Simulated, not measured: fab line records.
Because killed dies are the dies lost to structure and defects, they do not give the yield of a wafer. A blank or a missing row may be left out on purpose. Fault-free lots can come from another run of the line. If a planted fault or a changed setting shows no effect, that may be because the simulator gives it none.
What tool caused it? || flow nandHarc || Sampling: 12 lots, 36 wafers, 5 of 1159 route steps

WHAT THE GAUGES READ, wafer by wafer
NHARC_P_STI_CD_MEAS_09: target cd 200 nm.
{"lot": "L905", "measured": "day 3 02:35", "on": "cdSem-01", "cdNm (nm)": "200.6 204.2 200.1"}
{"lot": "L906", "measured": "day 3 10:56", "on": "cdSem-03", "cdNm (nm)": "199.0 198.6 199.2"}
{"lot": "L907", "measured": "day 3 16:53", "on": "cdSem-03", "cdNm (nm)": "228.8 228.2 226.8"}
{"lot": "L917", "measured": "day 6 01:55", "on": "cdSem-03", "cdNm (nm)": "201.1 200.8 198.6"}
{"lot": "L918", "measured": "day 6 12:33", "on": "cdSem-03", "cdNm (nm)": "200.0 201.0 202.3"}
{"lot": "L919", "measured": "day 6 17:16", "on": "cdSem-01", "cdNm (nm)": "200.8 200.6 200.7"}
{"lot": "L920", "measured": "day 6 22:31", "on": "cdSem-02", "cdNm (nm)": "197.1 201.1 198.9"}
{"lot": "L921", "measured": "day 7 04:53", "on": "cdSem-03", "cdNm (nm)": "202.3 201.2 199.3"}
{"lot": "L922", "measured": "day 7 10:56", "on": "cdSem-03", "cdNm (nm)": "202.2 204.6 203.6"}
{"lot": "L923", "measured": "day 7 17:17", "on": "cdSem-02", "cdNm (nm)": "199.8 199.0 195.7"}
{"lot": "L924", "measured": "day 7 23:02", "on": "cdSem-03", "cdNm (nm)": "200.3 199.7 198.0"}
{"lot": "L925", "measured": "day 8 06:07", "on": "cdSem-02", "cdNm (nm)": "200.6 198.1 200.2"}

NHARC_P_STI_OCD_MEAS_17.
{"lot": "L905", "measured": "day 3 03:22", "on": "ocd-02", "trenchDepthNm (nm)": "302.5 302.3 303.7", "trenchFootCdNm (nm)": "158.5 162.6 158.2"}
{"lot": "L906", "measured": "day 3 11:46", "on": "ocd-02", "trenchDepthNm (nm)": "300.2 302.0 303.4", "trenchFootCdNm (nm)": "157.4 155.8 157.0"}
{"lot": "L907", "measured": "day 3 17:40", "on": "ocd-02", "trenchDepthNm (nm)": "302.9 302.8 301.2", "trenchFootCdNm (nm)": "186.8 185.5 184.0"}
{"lot": "L917", "measured": "day 6 02:43", "on": "ocd-01", "trenchDepthNm (nm)": "304.7 304.5 304.1", "trenchFootCdNm (nm)": "159.0 158.1 156.7"}
{"lot": "L918", "measured": "day 6 13:20", "on": "ocd-02", "trenchDepthNm (nm)": "302.3 300.8 305.4", "trenchFootCdNm (nm)": "158.1 159.5 159.4"}
{"lot": "L919", "measured": "day 6 18:04", "on": "ocd-02", "trenchDepthNm (nm)": "298.2 297.2 304.1", "trenchFootCdNm (nm)": "158.2 158.8 157.6"}
{"lot": "L920", "measured": "day 6 23:17", "on": "ocd-01", "trenchDepthNm (nm)": "302.1 300.0 297.0", "trenchFootCdNm (nm)": "155.1 159.5 157.7"}
{"lot": "L921", "measured": "day 7 05:40", "on": "ocd-01", "trenchDepthNm (nm)": "307.1 306.7 303.1", "trenchFootCdNm (nm)": "159.3 158.2 156.6"}
{"lot": "L922", "measured": "day 7 11:45", "on": "ocd-02", "trenchDepthNm (nm)": "307.0 307.2 307.8", "trenchFootCdNm (nm)": "159.2 162.0 161.1"}
{"lot": "L923", "measured": "day 7 18:04", "on": "ocd-01", "trenchDepthNm (nm)": "301.5 303.5 305.3", "trenchFootCdNm (nm)": "158.0 156.4 153.4"}
{"lot": "L924", "measured": "day 7 23:49", "on": "ocd-01", "trenchDepthNm (nm)": "306.9 307.3 304.8", "trenchFootCdNm (nm)": "157.3 156.5 155.4"}
{"lot": "L925", "measured": "day 8 06:56", "on": "ocd-01", "trenchDepthNm (nm)": "304.0 302.8 301.3", "trenchFootCdNm (nm)": "159.1 155.8 158.4"}

NHARC_P_GATE_CD_MEAS_26: target cd 120 nm.
{"lot": "L905", "measured": "day 5 08:55", "on": "cdSem-03", "cdNm (nm)": "120.0 120.4 119.9"}
{"lot": "L906", "measured": "day 5 14:22", "on": "cdSem-01", "cdNm (nm)": "119.2 119.9 120.6"}
{"lot": "L907", "measured": "day 5 22:11", "on": "cdSem-03", "cdNm (nm)": "120.4 119.9 120.5"}
{"lot": "L917", "measured": "day 8 05:13", "on": "cdSem-02", "cdNm (nm)": "119.3 120.0 119.4"}
{"lot": "L918", "measured": "day 8 17:20", "on": "cdSem-01", "cdNm (nm)": "120.6 119.4 119.7"}
{"lot": "L919", "measured": "day 8 22:52", "on": "cdSem-03", "cdNm (nm)": "121.0 121.1 120.8"}
{"lot": "L920", "measured": "day 9 04:33", "on": "cdSem-03", "cdNm (nm)": "119.6 120.0 119.8"}
{"lot": "L921", "measured": "day 9 12:48", "on": "cdSem-03", "cdNm (nm)": "120.6 120.2 120.9"}
{"lot": "L922", "measured": "day 9 17:50", "on": "cdSem-01", "cdNm (nm)": "118.8 119.1 119.7"}
{"lot": "L923", "measured": "day 10 01:14", "on": "cdSem-01", "cdNm (nm)": "119.6 119.7 120.0"}
{"lot": "L924", "measured": "day 10 05:36", "on": "cdSem-03", "cdNm (nm)": "119.2 119.5 119.1"}
{"lot": "L925", "measured": "day 10 12:43", "on": "cdSem-01", "cdNm (nm)": "119.2 119.9 119.8"}

WHAT TOOL EACH LOT RAN ON (gives the tool, then ch and the chambers of the sampled wafers, and finally the start)
{"lot": "L905", "NHARC_P_ZERO_WELL_RTA_42": "rtpAnneal-01 ch 0, day 2 12:58", "NHARC_P_STI_EXPOSE_06": "krfScanner-04 ch 0, day 3 02:26"}
{"lot": "L906", "NHARC_P_ZERO_WELL_RTA_42": "rtpAnneal-01 ch 0, day 2 19:02", "NHARC_P_STI_EXPOSE_06": "krfScanner-03 ch 0, day 3 10:47"}
{"lot": "L907", "NHARC_P_ZERO_WELL_RTA_42": "rtpAnneal-01 ch 0, day 3 00:56", "NHARC_P_STI_EXPOSE_06": "krfScanner-04 ch 0, day 3 16:44"}
{"lot": "L917", "NHARC_P_ZERO_WELL_RTA_42": "rtpAnneal-02 ch 0, day 5 13:17", "NHARC_P_STI_EXPOSE_06": "krfScanner-04 ch 0, day 6 01:46"}
{"lot": "L918", "NHARC_P_ZERO_WELL_RTA_42": "rtpAnneal-01 ch 0, day 5 18:37", "NHARC_P_STI_EXPOSE_06": "krfScanner-04 ch 0, day 6 12:24"}
{"lot": "L919", "NHARC_P_ZERO_WELL_RTA_42": "rtpAnneal-01 ch 0, day 6 00:53", "NHARC_P_STI_EXPOSE_06": "krfScanner-04 ch 0, day 6 17:07"}
{"lot": "L920", "NHARC_P_ZERO_WELL_RTA_42": "rtpAnneal-01 ch 0, day 6 06:39", "NHARC_P_STI_EXPOSE_06": "krfScanner-01 ch 0, day 6 22:22"}
{"lot": "L921", "NHARC_P_ZERO_WELL_RTA_42": "rtpAnneal-02 ch 0, day 6 12:59", "NHARC_P_STI_EXPOSE_06": "krfScanner-04 ch 0, day 7 04:44"}
{"lot": "L922", "NHARC_P_ZERO_WELL_RTA_42": "rtpAnneal-02 ch 0, day 6 19:19", "NHARC_P_STI_EXPOSE_06": "krfScanner-04 ch 0, day 7 10:47"}
{"lot": "L923", "NHARC_P_ZERO_WELL_RTA_42": "rtpAnneal-01 ch 0, day 7 01:20", "NHARC_P_STI_EXPOSE_06": "krfScanner-03 ch 0, day 7 17:08"}
{"lot": "L924", "NHARC_P_ZERO_WELL_RTA_42": "rtpAnneal-01 ch 0, day 7 06:54", "NHARC_P_STI_EXPOSE_06": "krfScanner-01 ch 0, day 7 22:53"}
{"lot": "L925", "NHARC_P_ZERO_WELL_RTA_42": "rtpAnneal-01 ch 0, day 7 12:47", "NHARC_P_STI_EXPOSE_06": "krfScanner-03 ch 0, day 8 05:58"}
- NHARC_P_ZERO_WELL_RTA_42: time 300 s.
- NHARC_P_STI_EXPOSE_06: exposes mask P STI, target cd 200 nm.

AS READ BY THE TOOLS THEMSELVES (means over the sampled wafers that have a number; for cases with no such wafer, the mark the record gives instead)
NHARC_P_ZERO_WELL_RTA_42.
{"lot": "L905", "tool": "rtpAnneal-01", "lampPowerPct (%)": 32, "wafer_temp_C_max": 1105.5}
{"lot": "L906", "tool": "rtpAnneal-01", "lampPowerPct (%)": 32, "wafer_temp_C_max": 1106.0}
{"lot": "L907", "tool": "rtpAnneal-01", "lampPowerPct (%)": 32, "wafer_temp_C_max": 1106.3}
{"lot": "L917", "tool": "rtpAnneal-02", "lampPowerPct (%)": 41, "wafer_temp_C_max": 1104.3}
{"lot": "L918", "tool": "rtpAnneal-01", "lampPowerPct (%)": 32, "wafer_temp_C_max": 1105.4}
{"lot": "L919", "tool": "rtpAnneal-01", "lampPowerPct (%)": 32, "wafer_temp_C_max": 1106.2}
{"lot": "L920", "tool": "rtpAnneal-01", "lampPowerPct (%)": 32, "wafer_temp_C_max": 1107.0}
{"lot": "L921", "tool": "rtpAnneal-02", "lampPowerPct (%)": 41, "wafer_temp_C_max": 1103.9}
{"lot": "L922", "tool": "rtpAnneal-02", "lampPowerPct (%)": 41, "wafer_temp_C_max": 1103.8}
{"lot": "L923", "tool": "rtpAnneal-01", "lampPowerPct (%)": 32, "wafer_temp_C_max": 1106.7}
{"lot": "L924", "tool": "rtpAnneal-01", "lampPowerPct (%)": 32, "wafer_temp_C_max": 1105.2}
{"lot": "L925", "tool": "rtpAnneal-01", "lampPowerPct (%)": 32, "wafer_temp_C_max": 1106.9}

THE ANSWER, worked out from the rows above alone
Rule: what is usual is taken from the lots themselves. Put in order of their means at a reading, lots are off if they are a third of the lots or fewer, leave a main group of 4 or more, and stand apart from it by a gap of 3 or more times the standard deviation of the main group's means; of several such gaps the widest counts. The tables above print the reading to a certain number of digits; a main group whose means all agree to those digits is not used. Also off: a lot with no number at a reading for which 4 or more lots have one. Any other lot the step has rows for is counted as sound. The gauges are gone through in route order, then the tools' own readings, and for those a lot's mean is taken as printed above. At the first step where some lot is off, the reading lying furthest off is the one used; lots without a number count as furthest.
Off at NHARC_P_STI_CD_MEAS_09 (cdNm): L907. The main group has a mean of 200.3 nm with a standard deviation of 1.4.
If a tool, at a process step before that reading, ran all the lots that are off and no sound lot after the first of them, it fits. Not tried: the gauges at NHARC_P_STI_CD_MEAS_09; whatever is off there is also off at NHARC_P_STI_OCD_MEAS_17, on other tools, and gauge error can't account for it. None of those tried fits.

WHAT HAD BEEN PUT IN BY THE SIMULATOR
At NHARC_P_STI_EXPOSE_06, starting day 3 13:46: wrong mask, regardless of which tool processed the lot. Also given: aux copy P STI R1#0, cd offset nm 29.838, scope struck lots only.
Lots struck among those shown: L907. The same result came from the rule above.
